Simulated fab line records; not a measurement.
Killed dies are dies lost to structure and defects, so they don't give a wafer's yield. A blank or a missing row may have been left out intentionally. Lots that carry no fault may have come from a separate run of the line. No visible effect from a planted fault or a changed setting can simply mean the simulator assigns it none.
Struck lot and sound lot, side by side || flow n5_finfet || 16 steps out of a route of 1938
Sound: wafers L938.1, L938.3, L938.6. Struck: wafer L949.1 (left out: L949.3, L949.4 of the same lot, which were not struck); the cause appears at the end.
Each step with rows lists, per side, the tool, then ch with its chambers, then its first start. Under that, the readings that differ: sound wafers || struck wafers || difference of the means || sigmas: that difference in standard deviations of wafers without a fault.
alike: a reading whose means differ by less than 2 such deviations, as well as words and numbers matching on both sides. not compared: withheld readings; readings where some wafer has no value; bounds like >300 that might hide an equal value; numbers whose values overlap and for which the record gives no deviation.
The two part at a step that has a row with sigmas, a row that says differs or no value, or rows on one side only. Non-overlapping numbers with no deviation appear without sigmas and do not part them. A reading missing from all wafers of one side parts the sides only when that side holds two or more wafers.

first, 2 steps without rows for these wafers: N5_GATE_CUT_ETCH_19 (etches SiNx in CH3F/O2, target depth 53.7 nm, time 76.7 s); N5_GATE_CUT_CUT_ETCH_53 (etches W in SF6/Cl2, target depth 79.2 nm).
N5_GATE_CUT_CUT_ETCH_54: etches TiN in Cl2/BCl3, target depth 96.7 nm.
  sound on rie_metal-02 ch 0,1, day 6 02:45; struck on rie_metal-03 ch 1, day 8 17:47
{"reading": "oes_product_au (a.u.)", "sound": "0.79 0.79 0.78", "struck": 0.56, "difference": -0.23, "sigmas": -3}
  alike: drypump_motor_current_A, etch_rf_on_time_s, throttle_valve_pct
  not compared: rf_hours_counter_h
then, 1 step without rows for these wafers: N5_GATE_CUT_CUT_ETCH_55 (etches HfO2 in BCl3, target depth 3.2 nm).
N5_GATE_CUT_ETCH_47: etches SiO2 in Cl2/BCl3, target depth 10 nm.
  sound on rie_metal-02 ch 0,1, day 6 02:50; struck on rie_metal-03 ch 1, day 8 17:52
{"reading": "oes_product_au (a.u.)", "sound": "0.88 0.87 0.87", "struck": 0.63, "difference": -0.24, "sigmas": -3}
  alike: drypump_motor_current_A, throttle_valve_pct
  not compared: rf_hours_counter_h
then, 1 step without rows for these wafers: N5_GATE_CUT_VAPOR_ETCH_48 (etches TiN in BCl3/Cl2).
N5_GATE_CUT_VAPOR_ETCH_49: etches TiAlC in BCl3/Cl2.
  sound on rie_metal-02 ch 0,1, day 6 02:54; struck on rie_metal-03 ch 1, day 8 17:56
{"reading": "oes_product_au (a.u.)", "sound": "0.88 0.86 0.87", "struck": 0.63, "difference": -0.24, "sigmas": -3}
  alike: drypump_motor_current_A
N5_GATE_CUT_VAPOR_ETCH_51: etches HfO2 in BCl3/Cl2.
  sound on rie_metal-02 ch 0,1, day 6 02:56; struck on rie_metal-03 ch 1, day 8 17:58
{"reading": "oes_product_au (a.u.)", "sound": "0.88 0.86 0.86", "struck": 0.63, "difference": -0.24, "sigmas": -3}
  alike: drypump_motor_current_A
N5_GATE_CUT_STRIP_21: strips in N2/H2, time 30 s.
  sound on plasma_asher-01 ch 0, day 6 02:59; struck on plasma_asher-02 ch 1, day 8 18:01
  alike: drypump_motor_current_A, heater_power_w
  not compared: rf_hours_counter_h
then, 3 steps without rows for these wafers: N5_GATE_CUT_STRIP_29 (strips in post etch residue remover, time 60 s); N5_GATE_CUT_SRD_52 (time 30 s); N5_GATE_CUT_ALD_22 (deposits SiNx, target thk 16 nm, pulse time 1 s, ald cycles 320).
N5_GATE_CUT_CMP_23: polishes, stops on SiO2, t overpolish 23.4 s, target thk 16 nm.
  sound on cmp-03 ch 0,1,3, day 6 04:38; struck on cmp-04 ch 1, day 8 20:01
{"reading": "platen_rpm (rpm)", "sound": "51.78 51.78 51.78", "struck": 53.87, "difference": "+2.09", "sigmas": "+58"}
  alike: edge_zone_pressure_frac, motor_current_A, overpolish_run_s, slurry_filter_dp_kPa, time_to_endpoint_s
N5_GATE_CUT_THK_MEAS_24:
  sound: film_metro-02 at day 6 04:55; struck: film_metro-02 at day 8 20:19
  alike: GC_FILL_THK
-- the record jumps here: 6 days lie between the struck wafers' starts before and after (it left off in module GATE_CUT and takes up again in module BEOL_M4, whose first step shown is number 1111 of the route) --
N5_BEOL_M4_RC_MEAS_101:
  sound on prober-02 ch 0, day 12 00:41; struck on prober-01 ch 0, day 14 18:11
  alike: DIBL_N, DIBL_P, IOFF_N, IOFF_P, ION_N, ION_P, SS_N, SS_P, VT_N, VT_P
N5_PASSIVATION_PROBE_49:
  sound wafers here have rows in the record (prober-02, day 16 11:46); struck ones have none

## WHERE THEY PART
Earliest at N5_GATE_CUT_CUT_ETCH_54; latest, in this record, at N5_PASSIVATION_PROBE_49.

WHY: whatever the simulator had introduced
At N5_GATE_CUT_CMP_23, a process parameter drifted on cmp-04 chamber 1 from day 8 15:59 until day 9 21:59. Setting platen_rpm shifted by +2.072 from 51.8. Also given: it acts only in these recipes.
